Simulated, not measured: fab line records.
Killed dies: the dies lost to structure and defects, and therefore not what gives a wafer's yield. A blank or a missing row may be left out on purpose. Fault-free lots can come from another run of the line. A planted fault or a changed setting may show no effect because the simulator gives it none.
Matching of chambers :: flow nand_harc :: 4 sister chambers for NHARC_A_CHANNEL_HOLE_D2_ETCH_38 on rie_diel-08
The step etches the open film in CF4, target depth 39 nm, time 65 s. 18 wafers are shown with their chamber, then 9 later ones without.

EACH WAFER AND ITS CHAMBER
wafer: L074.1
chamber: 3
drypump_motor_current_A (A): 5.5
oes_product_au (a.u.): 1.005
rf_vpp_V (V): 151.6

wafer: L074.4
chamber: 0
drypump_motor_current_A (A): 5.7
oes_product_au (a.u.): 1.018
rf_vpp_V (V): 150.8

wafer: L074.6
chamber: 3
drypump_motor_current_A (A): 5.5
oes_product_au (a.u.): 1.006
rf_vpp_V (V): 153.1

wafer: L078.3
chamber: 3
drypump_motor_current_A (A): 5.5
oes_product_au (a.u.): 1.000
rf_vpp_V (V): 152.5

wafer: L078.5
chamber: 0
drypump_motor_current_A (A): 5.7
oes_product_au (a.u.): 1.019
rf_vpp_V (V): 151.4

wafer: L078.6
chamber: 1
drypump_motor_current_A (A): 5.1
oes_product_au (a.u.): 1.002
rf_vpp_V (V): 149.3

wafer: L082.1
chamber: 2
drypump_motor_current_A (A): 5.0
oes_product_au (a.u.): 0.994
rf_vpp_V (V): 150.7

wafer: L082.2
chamber: 3
drypump_motor_current_A (A): 5.5
oes_product_au (a.u.): 1.004
rf_vpp_V (V): 151.7

wafer: L082.4
chamber: 0
drypump_motor_current_A (A): 5.7
oes_product_au (a.u.): 1.042
rf_vpp_V (V): 150.1

wafer: L083.1
chamber: 2
drypump_motor_current_A (A): 5.1
oes_product_au (a.u.): 0.999
rf_vpp_V (V): 152.0

wafer: L083.2
chamber: 0
drypump_motor_current_A (A): 5.7
oes_product_au (a.u.): 1.022
rf_vpp_V (V): 149.7

wafer: L083.3
chamber: 3
drypump_motor_current_A (A): 5.5
oes_product_au (a.u.): 0.982
rf_vpp_V (V): 154.1

wafer: L087.1
chamber: 3
drypump_motor_current_A (A): 5.5
oes_product_au (a.u.): 0.999
rf_vpp_V (V): 153.4

wafer: L087.5
chamber: 0
drypump_motor_current_A (A): 5.7
oes_product_au (a.u.): 1.018
rf_vpp_V (V): 150.4

wafer: L087.6
chamber: 3
drypump_motor_current_A (A): 5.5
oes_product_au (a.u.): 0.985
rf_vpp_V (V): 152.5

wafer: L088.1
chamber: 0
drypump_motor_current_A (A): 5.7
oes_product_au (a.u.): 1.020
rf_vpp_V (V): 150.5

wafer: L088.5
chamber: 2
drypump_motor_current_A (A): 5.0
oes_product_au (a.u.): 0.992
rf_vpp_V (V): 150.2

wafer: L088.6
chamber: 1
drypump_motor_current_A (A): 5.1
oes_product_au (a.u.): 0.988
rf_vpp_V (V): 150.6

SIGNATURES (means of the wafers above)
reading: drypump_motor_current_A
chamber 0: 5.700
chamber 1: 5.100
chamber 2: 5.033
chamber 3: 5.500
scatter within a chamber: 0.0218

reading: oes_product_au
chamber 0: 1.02317
chamber 1: 0.99500
chamber 2: 0.99500
chamber 3: 0.99729
scatter within a chamber: 0.00901

reading: rf_vpp_V
chamber 0: 150.483
chamber 1: 149.950
chamber 2: 150.967
chamber 3: 152.700
scatter within a chamber: 0.81
Rule: a wafer lies at a distance from a chamber equal to the root of the sum of squares, over the readings, of (its reading less the chamber's mean, divided by the reading's scatter). The wafer belongs to the nearest chamber; if the next one is less than 2 further off, it can't be placed. How the scatter is found: for the shown wafers, subtract from each reading the mean of its chamber, square and add these, divide the total by (wafers less chambers), then take the root.

WAFERS WITH NO CHAMBER GIVEN
wafer: L091.1
drypump_motor_current_A (A): 5.7
oes_product_au (a.u.): 1.022
rf_vpp_V (V): 152.0

wafer: L091.2
drypump_motor_current_A (A): 5.1
oes_product_au (a.u.): 1.003
rf_vpp_V (V): 151.4

wafer: L091.3
drypump_motor_current_A (A): 5.5
oes_product_au (a.u.): 0.993
rf_vpp_V (V): 152.9

wafer: L093.1
drypump_motor_current_A (A): 5.0
oes_product_au (a.u.): 0.990
rf_vpp_V (V): 151.2

wafer: L093.2
drypump_motor_current_A (A): 5.5
oes_product_au (a.u.): 0.989
rf_vpp_V (V): 151.2

wafer: L093.4
drypump_motor_current_A (A): 5.1
oes_product_au (a.u.): 0.980
rf_vpp_V (V): 150.8

wafer: L097.2
drypump_motor_current_A (A): 5.7
oes_product_au (a.u.): 1.040
rf_vpp_V (V): 150.9

wafer: L097.5
drypump_motor_current_A (A): 5.1
oes_product_au (a.u.): 0.977
rf_vpp_V (V): 150.6

wafer: L097.6
drypump_motor_current_A (A): 5.0
oes_product_au (a.u.): 1.007
rf_vpp_V (V): 153.1

WHICH CHAMBER EACH ONE RAN IN
wafer: L091.1
from the rows above: 0
in truth: 0

wafer: L091.2
from the rows above: can't be placed: 1 or 2
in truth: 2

wafer: L091.3
from the rows above: 3
in truth: 3

wafer: L093.1
from the rows above: 2
in truth: 2

wafer: L093.2
from the rows above: 3
in truth: 3

wafer: L093.4
from the rows above: can't be placed: 1 or 2
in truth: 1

wafer: L097.2
from the rows above: 0
in truth: 0

wafer: L097.5
from the rows above: can't be placed: 1 or 2
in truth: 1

wafer: L097.6
from the rows above: 2
in truth: 2
Placed correctly: 6 of 9. Can't be placed from these rows: 3 (the true chamber is among the candidates in 3). Wrongly placed: 0.
